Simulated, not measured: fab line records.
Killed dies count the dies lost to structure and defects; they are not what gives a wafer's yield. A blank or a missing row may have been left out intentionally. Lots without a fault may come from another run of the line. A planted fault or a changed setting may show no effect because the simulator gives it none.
fab line records	flow n5Finfet
record: lots: 24	wafers: 72	lastDay: 17
route steps=1938 shown GATE_CUT@513 MOL_CONTACT_COAG@526
lots untouched by any fault: they come from a run of this same line in which no faults occurred
startH: hours from the record's opening day to when the first of the lot's shown wafers began	waitH: how many hours have passed since the lot's step before this one	" unchanged from the row above	L1.1+2: several wafers, shown together as one row	- no value, or no start was given	* or withheld: withheld	< > ~ a bound
route shown NAME@n: NAME is a module with steps in the file, n the number in the route of the first one	usual: average and standard deviation across the fault-free wafers	same: alike in all rows	chamber/n: place in a boat	sites: the reading at each site	_std_site: how widely they spread, as a standard deviation	_edge_site: the outer-site mean with the inner-site mean subtracted	radiusMm: for every site, how far away it sits from the centre of the wafer	mask NAME#n: copy n	behind: the most recent tool/chamber to have shaped the wafer	hold: cause of the lot's hold/its duration in hours/its outcome	device: transistor that didn't switch, given as n, p or np	end of line: tests run on the same wafers once the route is complete	step lacking rows: just its recipe	killed: at the first sort, the dies lost to defects and structure; wafer yield is something else	map: per-die view of a wafer (x killed, . not killed, _ where there is no die)
set.NAME: the setting the step ran with; set.NAME@STEP: the setting that earlier step ran with	model.NAME: the simulator's own value behind a step, which no gauge read
one table for each step of the route and one row for each wafer, over a sample of lots
services: the hour from which a tool's chamber was out of use, counted from the record's first day as startH (under 0 if before that day), plus the number of hours and why
== steps ==
step: N5_GATE_CUT_CMP_43
recipe: material: SiO2	postCmpClean: rinseOnly
usual: motorCurrentA: 12.2/1.4
lot.wafer	tool	chamber	startH	waitH	motorCurrentA
L074.3	cmp-04	1	88.58	0.2	13.9
L074.4	"	2	"	"	11.5
L074.5	"	0	"	"	13.9
L075.2	cmp-02	3	94.30	0.2	11.9
L075.3	"	0	"	"	13.2
L075.5	"	1	"	"	13.6
L076.3	cmp-01	1	100.53	0.0	11.6
L076.5	"	1	"	"	11.7
L076.6	"	2	"	"	9.6
L077.1	cmp-02	1	104.38	0.1	14.7
L077.4	"	3	"	"	13.0
L077.5	"	0	"	"	13.5
L078.2	cmp-02	0	110.96	0.0	13.3
L078.6	"	0	"	"	13.2
L078.5	"	1	"	"	13.8
L079.2	cmp-01	1	120.61	0.0	12.2
L079.3	"	3	"	"	12.8
L079.1	"	0	"	"	10.5
L080.2	cmp-01	3	123.78	0.3	13.0
L080.5	"	0	"	"	10.6
L080.6	"	1	"	"	11.3
L081.4	cmp-01	3	127.68	0.1	13.5
L081.2	"	1	"	"	12.2
L081.5	"	3	"	"	12.5
L082.2	cmp-04	0	132.43	0.0	12.5
L082.3	"	1	"	"	13.4
L082.5	"	1	"	"	13.8
L083.3	cmp-01	1	139.12	0.1	11.7
L083.4	"	2	"	"	9.9
L083.1	"	3	"	"	12.9
L084.4	cmp-01	3	148.08	0.0	13.4
L084.2	"	0	"	"	10.7
L084.3	"	2	"	"	9.0
L085.3	cmp-02	2	155.47	0.3	12.7
L085.6	"	3	"	"	12.4
L085.5	"	0	"	"	12.8
L086.4	cmp-01	1	167.03	0.3	11.6
L086.6	"	2	"	"	9.6
L086.5	"	3	"	"	13.3
L087.3	cmp-01	1	168.87	0.2	11.9
L087.2	"	2	"	"	9.8
L087.5	"	3	"	"	12.9
L088.4	cmp-04	3	173.59	0.3	12.7
L088.2	"	0	"	"	12.7
L088.6	"	3	"	"	13.4
L089.3	cmp-04	2	175.53	0.2	12.1
L089.1	"	3	"	"	13.0
L089.2	"	0	"	"	13.0
L090.3	cmp-04	1	181.73	0.1	13.6
L090.2	"	3	"	"	13.5
L090.1	"	0	"	"	12.5
L091.1	cmp-04	2	187.54	0.1	11.9
L091.6	"	1	"	"	13.7
L091.5	"	2	"	"	11.8
L092.3	cmp-01	3	199.85	0.1	13.2
L092.4	"	0	"	"	11.0
L092.5	"	3	"	"	13.2
L093.2	cmp-01	3	201.56	0.0	13.5
L093.1	"	0	"	"	11.5
L093.5	"	0	"	"	10.9
L094.1	cmp-01	3	206.87	0.1	13.1
L094.4	"	1	"	"	11.4
L094.2	"	2	"	"	9.8
L095.3	cmp-04	2	213.90	0.0	11.5
L095.1	"	0	"	"	13.4
L095.4	"	1	"	"	13.1
L096.3	cmp-01	3	227.46	0.1	13.3
L096.2	"	1	"	"	12.1
L096.6	"	2	"	"	9.7
L097.3	cmp-04	1	227.96	0.2	14.1
L097.5	"	3	"	"	13.5
L097.6	"	0	"	"	13.1
step: N5_MOL_CONTACT_COAG_CD_MEAS_08
recipe: targetCdNm: 28	landingEnergyEv: 500	detector: seInlens	polarity: opening
usual: cdNm: 27.89/0.23
same: landingEnergyEv: 500
lot.wafer	tool	chamber	startH	waitH	cdNm
L074.3	cdSem-02	0	89.43	-	27.71
L074.4	"	0	"	"	28.01
L074.5	"	0	"	"	27.48
L075.2	cdSem-02	0	95.28	-	27.59
L075.3	"	0	"	"	27.75
L075.5	"	0	"	"	28.21
L076.3	cdSem-03	0	101.54	-	27.85
L076.5	"	0	"	"	27.79
L076.6	"	0	"	"	27.59
L077.1	cdSem-01	0	105.31	-	27.65
L077.4	"	0	"	"	28.00
L077.5	"	0	"	"	28.04
L078.2	cdSem-01	0	112.09	-	28.27
L078.5	"	0	"	"	27.91
L078.6	"	0	"	"	27.91
L079.1	cdSem-01	0	121.61	-	27.82
L079.2	"	0	"	"	27.71
L079.3	"	0	"	"	27.98
L080.2	cdSem-01	0	124.55	-	27.79
L080.5	"	0	"	"	28.08
L080.6	"	0	"	"	27.93
L081.2	cdSem-03	0	128.74	-	28.05
L081.4	"	0	"	"	27.69
L081.5	"	0	"	"	28.16
L082.2	cdSem-01	0	133.57	-	28.05
L082.3	"	0	"	"	27.65
L082.5	"	0	"	"	27.59
L083.1	cdSem-03	0	140.17	-	28.18
L083.3	"	0	"	"	27.97
L083.4	"	0	"	"	28.04
L084.2	cdSem-03	0	149.22	-	27.93
L084.3	"	0	"	"	28.34
L084.4	"	0	"	"	27.91
L085.3	cdSem-03	0	156.37	-	28.06
L085.5	"	0	"	"	27.58
L085.6	"	0	"	"	28.12
L086.4	cdSem-02	0	167.80	-	27.86
L086.5	"	0	"	"	28.05
L086.6	"	0	"	"	27.81
L087.2	cdSem-03	0	169.72	-	27.86
L087.3	"	0	"	"	27.88
L087.5	"	0	"	"	27.66
L088.2	cdSem-03	0	174.52	-	28.02
L088.4	"	0	"	"	27.49
L088.6	"	0	"	"	27.75
L089.1	cdSem-02	0	176.54	-	27.92
L089.2	"	0	"	"	27.45
L089.3	"	0	"	"	27.46
L090.1	cdSem-02	0	182.86	-	28.16
L090.2	"	0	"	"	27.86
L090.3	"	0	"	"	27.97
L091.1	cdSem-01	0	188.47	-	27.96
L091.5	"	0	"	"	27.86
L091.6	"	0	"	"	27.50
L092.3	cdSem-03	0	200.93	-	27.71
L092.4	"	0	"	"	27.78
L092.5	"	0	"	"	27.13
L093.1	cdSem-03	0	202.57	-	28.00
L093.2	"	0	"	"	28.14
L093.5	"	0	"	"	27.92
L094.1	cdSem-02	0	208.00	-	27.72
L094.2	"	0	"	"	27.99
L094.4	"	0	"	"	27.67
L095.1	cdSem-03	0	214.92	-	28.05
L095.3	"	0	"	"	27.72
L095.4	"	0	"	"	28.24
L096.2	cdSem-01	0	228.39	-	27.53
L096.3	"	0	"	"	28.02
L096.6	"	0	"	"	28.27
L097.3	cdSem-02	0	228.94	-	28.16
L097.5	"	0	"	"	27.58
L097.6	"	0	"	"	28.10
step: N5_MOL_CONTACT_COAG_INSPECT_10
recipe: mode: adi	inspectInstrument: brightfield
usual: rawDefectCount: 66/26
lot.wafer	tool	chamber	startH	waitH	rawDefectCount
L074.3	defectInspect-02	-	89.52	0.0	68
L074.4	"	-	"	"	81
L074.5	"	-	"	"	89
L075.2	defectInspect-01	-	95.37	0.0	104
L075.3	"	-	"	"	27
L075.5	"	-	"	"	48
L076.3	defectInspect-01	-	101.63	0.0	54
L076.5	"	-	"	"	75
L076.6	"	-	"	"	57
L077.1	defectInspect-01	-	105.40	0.1	78
L077.4	"	-	"	"	69
L077.5	"	-	"	"	58
L078.2	defectInspect-02	-	112.19	0.1	78
L078.5	"	-	"	"	92
L078.6	"	-	"	"	121
L079.1	defectInspect-02	-	121.70	0.1	37
L079.2	"	-	"	"	46
L079.3	"	-	"	"	43
L080.2	defectInspect-01	-	124.64	0.0	43
L080.5	"	-	"	"	58
L080.6	"	-	"	"	59
L081.2	defectInspect-02	-	128.82	0.0	78
L081.4	"	-	"	"	107
L081.5	"	-	"	"	65
L082.2	defectInspect-01	-	133.66	0.0	177
L082.3	"	-	"	"	106
L082.5	"	-	"	"	107
L083.1	defectInspect-01	-	140.26	0.1	62
L083.3	"	-	"	"	78
L083.4	"	-	"	"	94
L084.2	defectInspect-02	-	149.31	0.0	95
L084.3	"	-	"	"	41
L084.4	"	-	"	"	48
L085.3	defectInspect-01	-	156.46	0.0	61
L085.5	"	-	"	"	79
L085.6	"	-	"	"	111
L086.4	defectInspect-02	-	167.89	0.0	90
L086.5	"	-	"	"	60
L086.6	"	-	"	"	85
L087.2	defectInspect-02	-	169.80	0.0	46
L087.3	"	-	"	"	57
L087.5	"	-	"	"	62
L088.2	defectInspect-02	-	174.61	0.0	36
L088.4	"	-	"	"	53
L088.6	"	-	"	"	34
L089.1	defectInspect-01	-	176.63	0.1	54
L089.2	"	-	"	"	47
L089.3	"	-	"	"	69
L090.1	defectInspect-02	-	182.95	0.1	69
L090.2	"	-	"	"	67
L090.3	"	-	"	"	57
L091.1	defectInspect-02	-	188.56	0.1	62
L091.5	"	-	"	"	60
L091.6	"	-	"	"	49
L092.3	defectInspect-02	-	201.02	0.0	23
L092.4	"	-	"	"	36
L092.5	"	-	"	"	63
L093.1	defectInspect-01	-	202.66	0.1	159
L093.2	"	-	"	"	55
L093.5	"	-	"	"	116
L094.1	defectInspect-01	-	208.09	0.1	55
L094.2	"	-	"	"	53
L094.4	"	-	"	"	72
L095.1	defectInspect-01	-	215.01	0.1	41
L095.3	"	-	"	"	44
L095.4	"	-	"	"	54
L096.2	defectInspect-02	-	228.48	0.0	45
L096.3	"	-	"	"	31
L096.6	"	-	"	"	48
L097.3	defectInspect-02	-	229.02	0.0	38
L097.5	"	-	"	"	75
L097.6	"	-	"	"	61
step: N5_MOL_CONTACT_COAG_ETCH_110
recipe: chemistry: CF4/O2	target: Si	targetDepthA: 25	timeS: 8	pressureMtorr: 100	sourceW: 200	biasW: 12	ionEnergyEv: 60	Ar_flow_sccm: 100	cf4FlowSccm: 100	O2_flow_sccm: 10
usual: O2_flow_sccm: 10.00/0.03	drypumpMotorCurrentA: 5.7/0.32	oesProductAu: 0.78/0.08	rfVppV: 125/3.1	showerheadPlenumPTorr: 2.21/0.077	throttleValvePct: 10.81/0.24
lot.wafer	tool	chamber	startH	waitH	O2_flow_sccm	drypumpMotorCurrentA	oesProductAu	rfHoursCounterH	rfVppV	showerheadPlenumPTorr	throttleValvePct
L074.3	rieDiel-05	0	89.83	0.0	9.95	6.3	0.70	203	132	2.29	10.93
L074.4	"	1	"	"	10.04	5.8	0.74	147	125	2.30	10.69
L074.5	"	1	"	"	10.00	5.8	0.74	-	124	2.30	10.69
L075.2	rieDiel-01	0	95.68	0.0	10.01	6.1	0.67	248	124	2.20	11.33
L075.3	"	1	"	"	10.01	5.8	0.74	159	123	2.32	10.84
L075.5	"	2	"	"	9.97	6.0	0.73	-	123	2.12	10.93
L076.3	rieDiel-01	3	101.94	0.0	10.02	5.2	0.90	46	121	2.25	10.39
L076.5	"	2	"	"	9.95	6.0	0.73	-	124	2.12	10.93
L076.6	"	0	"	"	9.99	6.1	0.66	-	124	2.20	11.35
L077.1	rieDiel-02	2	105.72	0.0	9.99	5.4	0.84	52	128	2.18	10.57
L077.4	"	1	"	"	9.99	5.7	0.68	230	123	2.11	11.15
L077.5	"	1	"	"	10.00	5.7	0.69	-	123	2.11	11.13
L078.2	rieDiel-02	1	112.50	0.0	9.97	5.7	0.68	233	121	2.11	11.15
L078.5	"	3	"	"	10.09	5.4	0.78	-	131	2.23	11.00
L078.6	"	2	"	"	9.98	5.4	0.84	-	128	2.18	10.58
L079.1	rieDiel-01	3	122.15	0.0	10.02	5.2	0.89	53	120	2.25	10.42
L079.2	"	1	"	"	10.00	5.8	0.73	167	123	2.31	10.88
L079.3	"	0	"	"	10.00	6.1	0.97	1	125	2.20	10.60
L080.2	rieDiel-01	2	124.95	0.0	9.98	6.0	0.71	220	123	2.12	10.96
L080.5	"	2	"	"	10.02	6.0	0.71	-	124	2.12	10.96
L080.6	"	1	"	"	9.97	5.8	0.73	-	123	2.31	10.86
L081.2	rieDiel-02	3	129.14	0.0	9.99	5.4	0.77	170	131	2.23	11.03
L081.4	"	1	"	"	9.98	5.7	0.68	239	123	2.11	11.17
L081.5	"	3	"	"	10.02	5.4	0.77	-	131	2.23	11.02
L082.2	rieDiel-01	1	134.80	0.0	10.00	5.8	0.73	171	124	2.31	10.87
L082.3	"	2	"	"	10.06	6.0	0.72	223	125	2.12	10.97
L082.5	"	2	"	"	10.01	6.0	0.72	-	123	2.12	10.98
L083.1	rieDiel-05	1	140.95	0.0	10.03	5.8	0.72	163	124	2.30	10.72
L083.3	"	3	"	"	10.00	5.8	0.84	62	129	2.35	10.48
L083.4	"	0	"	"	9.98	6.3	0.69	221	132	2.29	10.99
L084.2	rieDiel-02	0	149.62	0.0	10.00	5.8	0.74	179	125	2.11	10.90
L084.3	"	3	"	"	10.00	5.3	0.75	178	132	2.22	11.05
L084.4	"	2	"	"	9.96	5.4	0.82	68	126	2.18	10.62
L085.3	rieDiel-02	0	156.79	0.0	9.97	5.8	0.72	181	126	2.11	10.89
L085.5	"	0	"	"	9.97	5.8	0.73	-	125	2.11	10.88
L085.6	"	1	"	"	10.01	5.7	0.67	-	124	2.11	11.20
L086.4	rieDiel-01	1	168.20	0.0	9.97	5.8	0.72	183	124	2.31	10.91
L086.5	"	1	"	"	10.02	5.8	0.72	-	123	2.31	10.91
L086.6	"	2	"	"	10.04	6.0	0.71	-	123	2.11	11.02
L087.2	rieDiel-02	0	170.38	0.0	9.99	5.8	0.72	188	122	2.10	10.91
L087.3	"	2	"	"	10.02	5.4	0.79	76	128	2.17	10.62
L087.5	"	2	"	"	10.02	5.4	0.80	-	126	2.18	10.65
L088.2	rieDiel-02	2	174.92	0.0	10.01	5.4	0.79	78	128	2.17	10.63
L088.4	"	0	"	"	10.00	5.8	0.72	-	126	2.10	10.92
L088.6	"	2	"	"	9.95	5.4	0.79	-	128	2.17	10.64
L089.1	rieDiel-01	3	177.00	0.0	10.03	5.2	0.85	71	122	2.24	10.46
L089.2	"	1	"	"	10.04	5.8	0.72	186	125	2.31	10.91
L089.3	"	0	"	"	10.03	6.1	0.91	20	123	2.19	10.67
L090.1	rieDiel-02	3	183.26	0.0	10.05	5.4	0.75	191	130	2.22	11.08
L090.2	"	0	"	"	9.99	5.8	0.72	192	124	2.10	10.94
L090.3	"	1	"	"	10.04	5.7	0.96	2	124	2.36	10.45
L091.1	rieDiel-01	0	188.99	0.0	9.99	6.1	0.89	23	124	2.19	10.66
L091.5	"	0	"	"	9.97	6.1	0.90	-	125	2.19	10.65
L091.6	"	1	"	"	9.98	5.7	0.71	-	124	2.31	10.94
L092.3	rieDiel-01	3	201.33	0.0	10.03	5.2	0.84	80	122	2.24	10.48
L092.4	"	3	"	"	10.01	5.2	0.86	-	121	2.24	10.50
L092.5	"	1	"	"	10.00	5.8	0.71	-	125	2.31	10.94
L093.1	rieDiel-02	1	202.97	0.0	9.96	5.7	0.93	10	126	2.36	10.49
L093.2	"	2	"	"	9.93	5.4	0.78	89	126	2.17	10.66
L093.5	"	0	"	"	9.98	5.8	0.71	-	126	2.10	10.95
L094.1	rieDiel-05	2	208.40	0.0	10.00	5.6	0.76	152	126	2.11	10.84
L094.2	"	3	"	"	9.99	5.8	0.81	84	127	2.34	10.53
L094.4	"	1	"	"	9.99	5.8	0.72	185	126	2.29	10.79
L095.1	rieDiel-01	1	215.34	0.0	9.99	5.8	0.70	198	124	2.30	10.95
L095.3	"	0	"	"	10.00	6.1	0.88	32	125	2.19	10.70
L095.4	"	2	"	"	10.01	6.0	0.69	248	123	2.11	11.04
L096.2	rieDiel-02	0	228.79	0.0	9.98	5.8	0.70	210	126	2.10	10.98
L096.3	"	2	"	"	10.02	5.4	0.78	99	126	2.17	10.71
L096.6	"	0	"	"	9.96	5.8	0.70	-	125	2.10	10.97
L097.3	rieDiel-01	1	230.18	0.0	9.99	5.8	0.70	205	123	2.30	10.96
L097.5	"	1	"	"	9.97	5.8	0.70	-	123	2.30	10.96
L097.6	"	0	"	"	10.02	6.1	0.87	-	125	2.18	10.72
step: N5_MOL_CONTACT_COAG_CD_MEAS_99
recipe: targetCdNm: 17.2	polarity: opening
usual: cdNm: 17.1/0.41
lot.wafer	tool	chamber	startH	waitH	cdNm
L074.3	cdSem-03	-	89.95	-	16.7
L074.4	"	-	"	"	18.3
L074.5	"	-	"	"	18.1
L075.2	cdSem-01	-	95.80	-	17.9
L075.3	"	-	"	"	17.2
L075.5	"	-	"	"	17.0
L076.3	cdSem-01	-	102.06	-	16.7
L076.5	"	-	"	"	17.0
L076.6	"	-	"	"	18.0
L077.1	cdSem-03	-	105.84	-	17.1
L077.4	"	-	"	"	17.1
L077.5	"	-	"	"	16.9
L078.2	cdSem-03	-	112.62	-	17.6
L078.5	"	-	"	"	16.2
L078.6	"	-	"	"	17.1
L079.1	cdSem-03	-	122.27	-	17.8
L079.2	"	-	"	"	17.4
L079.3	"	-	"	"	16.5
L080.2	cdSem-03	-	125.07	-	17.3
L080.5	"	-	"	"	17.6
L080.6	"	-	"	"	17.4
L081.2	cdSem-02	-	129.27	-	16.8
L081.4	"	-	"	"	17.1
L081.5	"	-	"	"	16.8
L082.2	cdSem-01	-	134.92	-	17.4
L082.3	"	-	"	"	17.0
L082.5	"	-	"	"	17.1
L083.1	cdSem-01	-	141.07	-	17.3
L083.3	"	-	"	"	17.2
L083.4	"	-	"	"	16.4
L084.2	cdSem-02	-	149.74	-	17.4
L084.3	"	-	"	"	17.3
L084.4	"	-	"	"	17.3
L085.3	cdSem-01	-	156.91	-	17.3
L085.5	"	-	"	"	17.0
L085.6	"	-	"	"	17.8
L086.4	cdSem-03	-	168.32	-	16.9
L086.5	"	-	"	"	17.4
L086.6	"	-	"	"	17.3
L087.2	cdSem-02	-	170.50	-	17.2
L087.3	"	-	"	"	16.6
L087.5	"	-	"	"	17.0
L088.2	cdSem-01	-	175.04	-	17.2
L088.4	"	-	"	"	17.1
L088.6	"	-	"	"	16.8
L089.1	cdSem-03	-	177.12	-	17.2
L089.2	"	-	"	"	17.1
L089.3	"	-	"	"	16.6
L090.1	cdSem-01	-	183.38	-	16.9
L090.2	"	-	"	"	17.5
L090.3	"	-	"	"	17.3
L091.1	cdSem-01	-	189.11	-	16.4
L091.5	"	-	"	"	16.8
L091.6	"	-	"	"	17.1
L092.3	cdSem-03	-	201.45	-	17.1
L092.4	"	-	"	"	17.5
L092.5	"	-	"	"	17.3
L093.1	cdSem-02	-	203.09	-	17.4
L093.2	"	-	"	"	17.1
L093.5	"	-	"	"	17.4
L094.1	cdSem-01	-	208.52	-	18.0
L094.2	"	-	"	"	16.9
L094.4	"	-	"	"	17.6
L095.1	cdSem-02	-	215.46	-	17.2
L095.3	"	-	"	"	16.9
L095.4	"	-	"	"	17.3
L096.2	cdSem-01	-	228.91	-	18.0
L096.3	"	-	"	"	17.2
L096.6	"	-	"	"	17.3
L097.3	cdSem-03	-	230.30	-	17.0
L097.5	"	-	"	"	17.2
L097.6	"	-	"	"	17.1
step: N5_MOL_CONTACT_COAG_DESCUM_88
recipe: chemistry: O2	timeS: 7	sourcePowerW: 50	biasPowerW: 20	pressureMtorr: 20	rfFrequencyHz: 2.712e+07	tempC: 40	resist: CAR-EUV	o2FlowSccm: 225
usual: drypumpMotorCurrentA: 5.7/0.3	o2FlowSccm: 225.0/0.63	oesProductAu: 0.78/0.084	rfVppV: 243.2/1.6	showerheadPlenumPTorr: 2.10/0.082	throttleValvePct: 20.49/0.18
lot.wafer	tool	chamber	startH	waitH	drypumpMotorCurrentA	o2FlowSccm	oesProductAu	rfHoursCounterH	rfVppV	showerheadPlenumPTorr	throttleValvePct
L074.3	rieDiel-05	2	101.77	0.1	5.6	225.7	0.78	116	241.0	2.04	20.67
L074.4	"	3	"	"	5.8	225.8	0.88	47	244.8	2.24	20.30
L074.5	"	0	"	"	6.3	225.5	0.69	-	243.6	2.15	20.47
L075.2	rieDiel-02	2	104.51	0.0	5.4	225.5	0.85	51	243.0	2.07	20.51
L075.3	"	0	"	"	5.8	224.5	0.75	163	242.2	2.02	20.56
L075.5	"	1	"	"	5.7	226.2	0.68	-	241.3	1.94	20.54
L076.3	rieDiel-01	1	110.80	0.0	5.8	225.3	0.73	162	243.6	2.16	20.31
L076.5	"	1	"	"	5.8	225.4	0.73	-	244.0	2.16	20.32
L076.6	"	2	"	"	6.0	224.9	0.70	-	242.6	1.98	20.43
L077.1	rieDiel-02	1	115.55	0.0	5.7	224.9	0.68	234	240.8	1.94	20.54
L077.4	"	3	"	"	5.4	225.6	0.77	165	242.4	2.09	20.65
L077.5	"	0	"	"	5.8	225.0	0.74	-	242.9	2.02	20.57
L078.2	rieDiel-02	1	121.81	0.1	5.7	224.5	0.69	237	240.6	1.94	20.55
L078.5	"	3	"	"	5.4	223.5	0.78	-	243.4	2.09	20.68
L078.6	"	2	"	"	5.4	225.6	0.84	-	240.9	2.06	20.52
L079.1	rieDiel-05	2	130.74	0.0	5.6	224.0	0.78	125	241.7	2.04	20.69
L079.2	"	1	"	"	5.8	224.6	0.71	160	243.9	2.19	20.57
L079.3	"	0	"	"	6.3	225.7	0.69	217	245.0	2.15	20.48
L080.2	rieDiel-05	0	134.67	0.3	6.3	225.2	0.68	219	244.1	2.14	20.49
L080.5	"	3	"	"	5.8	224.9	0.87	-	244.6	2.24	20.32
L080.6	"	2	"	"	5.6	225.6	0.78	-	243.3	2.03	20.70
L081.2	rieDiel-01	1	138.55	0.0	5.8	223.7	0.72	172	244.8	2.15	20.33
L081.4	"	2	"	"	6.0	225.7	0.69	224	241.9	1.97	20.44
L081.5	"	3	"	"	5.1	225.7	0.86	-	244.0	2.13	20.27
L082.2	rieDiel-01	0	148.10	0.0	6.1	225.4	0.96	9	242.3	2.07	20.65
L082.3	"	3	"	"	5.2	224.7	0.85	60	242.5	2.13	20.26
L082.5	"	0	"	"	6.1	224.4	0.96	-	243.3	2.07	20.65
L083.1	rieDiel-05	2	152.46	0.0	5.6	224.9	0.77	132	242.2	2.03	20.70
L083.3	"	0	"	"	6.3	225.0	0.68	223	244.8	2.14	20.51
L083.4	"	3	"	"	5.8	225.6	0.87	65	244.3	2.24	20.33
L084.2	rieDiel-05	1	160.64	0.1	5.8	224.1	0.70	170	243.7	2.19	20.59
L084.3	"	2	"	"	5.6	224.9	0.77	135	241.2	2.03	20.69
L084.4	"	3	"	"	5.8	225.8	0.85	-	245.2	2.23	20.34
L085.3	rieDiel-02	2	167.75	0.0	5.4	225.0	0.82	75	241.5	2.06	20.53
L085.5	"	3	"	"	5.4	225.6	0.76	-	243.4	2.09	20.70
L085.6	"	0	"	"	5.8	225.3	0.73	-	241.9	2.01	20.59
L086.4	rieDiel-01	3	177.99	0.1	5.2	224.1	0.83	72	242.5	2.13	20.27
L086.5	"	1	"	"	5.8	224.5	0.71	-	243.5	2.15	20.35
L086.6	"	2	"	"	6.0	225.4	0.69	-	241.3	1.97	20.48
L087.2	rieDiel-01	0	182.71	0.0	6.1	224.5	0.94	22	241.7	2.06	20.68
L087.3	"	1	"	"	5.7	223.9	0.72	187	244.2	2.15	20.37
L087.5	"	1	"	"	5.8	224.8	0.72	-	244.8	2.15	20.35
L088.2	rieDiel-02	2	188.08	0.0	5.4	225.1	0.80	82	241.7	2.06	20.56
L088.4	"	3	"	"	5.4	224.6	0.75	193	243.2	2.08	20.71
L088.6	"	2	"	"	5.4	225.8	0.81	-	243.4	2.06	20.54
L089.1	rieDiel-05	3	188.61	0.1	5.8	224.5	0.84	77	245.0	2.23	20.34
L089.2	"	2	"	"	5.6	224.3	0.77	144	242.4	2.03	20.72
L089.3	"	0	"	"	6.3	223.9	0.67	233	243.9	2.14	20.49
L090.1	rieDiel-05	3	191.99	0.2	5.8	224.0	0.85	78	244.4	2.23	20.37
L090.2	"	0	"	"	6.3	225.2	0.67	235	243.8	2.14	20.51
L090.3	"	2	"	"	5.6	224.1	0.77	146	242.9	2.03	20.71
L091.1	rieDiel-05	0	199.46	0.0	6.3	224.9	0.67	238	244.3	2.14	20.53
L091.5	"	0	"	"	6.3	225.1	0.67	-	243.9	2.14	20.51
L091.6	"	3	"	"	5.8	225.2	0.83	-	244.4	2.23	20.35
L092.3	rieDiel-05	2	209.88	0.0	5.6	225.2	0.77	152	240.4	2.03	20.73
L092.4	"	3	"	"	5.8	225.5	0.84	84	244.8	2.23	20.37
L092.5	"	1	"	"	5.8	225.6	0.70	-	244.8	2.18	20.63
L093.1	rieDiel-01	3	212.14	0.0	5.2	225.5	0.83	82	243.1	2.12	20.28
L093.2	"	1	"	"	5.8	224.6	0.71	197	243.4	2.14	20.38
L093.5	"	3	"	"	5.2	225.3	0.83	-	245.2	2.12	20.29
L094.1	rieDiel-02	3	217.30	0.2	5.4	225.6	0.73	203	243.1	2.08	20.73
L094.2	"	2	"	"	5.4	225.6	0.80	93	241.4	2.05	20.58
L094.4	"	0	"	"	5.8	224.0	0.70	204	241.6	2.01	20.60
L095.1	rieDiel-02	3	226.20	0.2	5.4	225.4	0.74	207	244.3	2.08	20.73
L095.3	"	2	"	"	5.4	225.7	0.79	97	241.6	2.05	20.58
L095.4	"	0	"	"	5.8	225.3	0.71	209	240.3	2.01	20.64
L096.2	rieDiel-02	1	237.90	0.7	5.7	224.6	0.88	25	245.3	2.19	20.06
L096.3	"	0	"	"	5.8	224.7	0.70	215	242.1	2.00	20.64
L096.6	"	0	"	"	5.8	225.8	0.69	-	241.2	2.00	20.63
L097.3	rieDiel-01	3	240.92	1.3	5.2	224.8	0.82	98	242.8	2.12	20.32
L097.5	"	1	"	"	5.7	224.4	0.69	-	246.2	2.14	20.40
L097.6	"	2	"	"	6.0	225.3	0.99	-	244.9	2.23	20.24
== services ==
tool	chamber	startH	hours	kind
rieDiel-05	1	72.76	12.6	repair
cmp-04	-	73.99	4.0	pm
cmp-01	-	83.41	2.2	repair
cmp-04	-	92.17	0.3	repair
rieDiel-01	1	98.23	4.4	repair
rieDiel-01	0	102.65	-	clean
rieDiel-01	0	102.65	-	consumableReplace:focusRing
rieDiel-01	0	102.65	13.6	scheduledDown
cmp-04	-	102.73	0.4	repair
cmp-02	-	124.87	2.1	repair
cmp-01	-	137.81	0.4	repair
cmp-02	-	150.66	4.0	pm
cmp-04	-	150.99	3.7	pm
rieDiel-05	0	160.29	3.8	repair
cmp-02	-	167.63	0.6	repair
cmp-02	-	169.84	37.3	repair
cmp-01	-	172.71	4.0	pm
cmp-01	-	178.64	4.4	pm
cmp-01	-	187.27	3.2	repair
rieDiel-01	0	196.80	1.5	repair
rieDiel-01	2	198.84	3.8	repair
rieDiel-05	-	219.15	28.1	pm
rieDiel-01	1	224.90	1.9	repair
cmp-01	-	234.30	2.1	repair
== key ==
fault none
